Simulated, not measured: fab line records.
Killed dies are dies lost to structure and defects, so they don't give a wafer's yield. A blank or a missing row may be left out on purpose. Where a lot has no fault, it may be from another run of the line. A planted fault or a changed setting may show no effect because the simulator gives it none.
A lot that was struck, set against a sound lot | flow n5Finfet | 38 out of 1938 route steps
Sound: wafers L759.1, L759.2, L759.5. Wafers L748.1, L748.3, L748.5 were the ones struck. The cause comes at the end.
Order at every step that has rows: each side's tool, ch and its chambers, its first start. Under that, the readings that differ: sound wafers | struck wafers | difference of the means | sigmas: that difference in standard deviations of wafers without a fault.
alike: same words and numbers on both sides, and readings whose means sit less than 2 such deviations apart. not compared: any withheld reading, any reading some wafer has no value for, any bound like >300 that may hide the same value, and any number with overlapping values for which the record gives no deviation.
A row with sigmas, a row that says differs or no value, or rows on one side alone: a step with any of these is where the two part. Numbers that have no deviation but don't overlap get no sigmas and don't part them. A reading that every wafer of one side lacks parts them only if that side has two wafers or more.

first, 9 steps without rows for these wafers: N5_BEOL_M4_ANNEAL_95 (time 240 s); N5_BEOL_M4_SPUTTER_96 (material Cu, target thk 4.5 nm, time 8.29 s); N5_BEOL_M4_ECD_50 (material Cu, target thk 300 nm); N5_BEOL_M4_ANNEAL_51 (time 90 s); N5_BEOL_M4_CMP_52 (polishes, stops on SiOC, t overpolish 6.8 s, target thk 40 nm); N5_BEOL_M4_PRE_CLEAN_60 (time 15 s); N5_BEOL_M4_CO_CAP_55 (material Co, precursor CCTBA/H2, target thk 2 nm, time 102.1 s); N5_BEOL_M4_PRE_CLEAN_56 (time 15 s); N5_BEOL_M4_DEP_57 (deposits SiCN from 3MS/NH3, target thk 8 nm, time 14 s).
N5_BEOL_M4_RC_MEAS_101:
  sound on prober-02 ch 0, day 11 01:24; struck on prober-01 ch 0, day 8 11:54
reading       | sound       | struck      | difference | sigmas
ION_N (uA/um) | 655 660 668 | 673 676 690 | +19        | +2
  alike: DIBL_N, DIBL_P, IOFF_N, IOFF_P, ION_P, SS_N, SS_P, VT_N, VT_P
then, 24 steps without rows for these wafers: N5_BEOL_M5_ILD_DEP_00 (deposits SiCOH lowk from DEMS/porogen, target thk 140.64 nm, time 25.9 s); N5_BEOL_M5_CURE_79 (cures SiCOH lowk, time 240 s); N5_BEOL_M5_PECVD_70 (deposits SiO2 from TEOS/O2, target thk 16 nm, time 18 s); N5_BEOL_M5_HM_DEP_02 (deposits TiN, target thk 20 nm); N5_BEOL_M5_COAT_59 (time 60 s, resist thk 60 nm); N5_BEOL_M5_COAT_60 (time 60 s, resist thk 12 nm); N5_BEOL_M5_COAT_71 (time 60 s, resist thk 5 nm); N5_BEOL_M5_COAT_05 (resist thk 30 nm); N5_BEOL_M5_EBR_07; N5_BEOL_M5_SOFTBAKE_06 (time 60 s); N5_BEOL_M5_EXPOSE_08 (exposes mask M5, target cd 28 nm); N5_BEOL_M5_PEB_09 (peb time 60 s); N5_BEOL_M5_DEVELOP_10 (develop time 30 s); N5_BEOL_M5_DESCUM_16 (chemistry O2, time 7 s); N5_BEOL_M5_ETCH_72 (etches underlayer in N2/H2, target depth 6.5 nm, time 5.2 s); N5_BEOL_M5_ETCH_61 (etches SiARC in CF4, target depth 15.6 nm, time 26 s); N5_BEOL_M5_ETCH_62 (etches SOC in N2/H2, target depth 75 nm, overetch 15 nm, time 112.5 s); N5_BEOL_M5_STRIP_63 (strips in N2/H2); N5_BEOL_M5_STRIP_73 (strips in N2/H2); N5_BEOL_M5_STRIP_64 (strips in CF4); N5_BEOL_M5_HM_OPEN_17 (chemistry Cl2/BCl3, target TiN, target depth 20 nm, overetch 6 nm); N5_BEOL_M5_STRIP_19 (strips in O2); N5_BEOL_M5_COAT_65 (time 60 s, resist thk 60 nm); N5_BEOL_M5_COAT_66 (time 60 s, resist thk 12 nm).
N5_BEOL_M9_TRENCH_ETCH_37: etches SiCOH lowk in C4F6/O2, target depth 151.43 nm, time 49 s.
  sound on rieDiel-03 ch 1,2, day 12 22:04; struck on rieDiel-06 ch 1,2,3, day 10 02:57
  no value came back on the struck wafers for any of 8 readings (C4F6_flow_sccm (sccm), O2_flow_sccm (sccm) and others); on the sound wafers C4F6_flow_sccm (sccm) reads 9.969 9.955 9.995
reading                                   | sound        | struck   | difference | sigmas
model.TiN_of_BEOL_M9_HM_DEP_02.thkNm (nm) | 16.2 16 16.4 | 20 20 20 | +4         | 
  not compared: rfHoursCounterH
N5_BEOL_M9_OCD_MEAS_38:
  sound on ocd-01 at day 12 22:14; struck on ocd-01 at day 10 03:08
reading            | sound             | struck | difference | sigmas
trenchDepthNm (nm) | 149.3 150.0 147.4 | 0 0 0  | -149       | -55
N5_BEOL_M9_CMP_52: polishes, stops on SiCOH lowk, t overpolish 7 s, target thk 140 nm.
  sound on cmp-01 ch 0,3, day 13 00:47; struck on cmp-01 ch 0,1, day 10 06:51
reading                               | sound             | struck      | difference | sigmas
motorCurrentA (A)                     | 5.8 6.4 6.6       | 8.2 6.5 8.4 | +1.4       | +2
model.Cu_of_BEOL_M9_ECD_50.thkNm (nm) | 137.6 137.2 135.2 | 0 0.2 0     | -137       | 
  alike: slurryFilterDpKPa
-- the record jumps here: 2 days lie between the struck wafers' starts before and after (it left off in module BEOL_M9 and takes up again in module PASSIVATION, whose first step shown is number 1936 of the route) --
N5_PASSIVATION_PROBE_49:
  sound on prober-02 at day 15 05:38; struck on prober-01 at day 12 15:32
reading                 | sound | struck         | difference | sigmas
defectLimitedYield (%)  | 90.8  | 0 0 0          | -91        | -61
killed_at_M0_to_M3      | 38    | 49 71 54       | +20        | +2
killed_at_M4_up         | 15    | 1069 1035 1076 | +1045      | +99 or more
killedDies              | 108   | 1180 1180 1180 | +1072      | +60
killedOnRim             | 6     | 152 152 152    | +146       | +36
sort_bin_5_function (%) | 5.8   | 96.7 94.8 96.4 | +90.2      | +90
sortNPass               | 1072  | 0 0 0          | -1072      | -60
sortYieldPct (%)        | 90.8  | 0 0 0          | -91        | -61
  alike: killedAtContacts, killedAtFrontEnd, killedAtOther, killedOpen, killedShort, sort_bin_6_memory

## WHERE THEY PART
Earliest at N5_BEOL_M4_RC_MEAS_101; latest, in this record, at N5_PASSIVATION_PROBE_49.

WHY: what had been put in by the simulator
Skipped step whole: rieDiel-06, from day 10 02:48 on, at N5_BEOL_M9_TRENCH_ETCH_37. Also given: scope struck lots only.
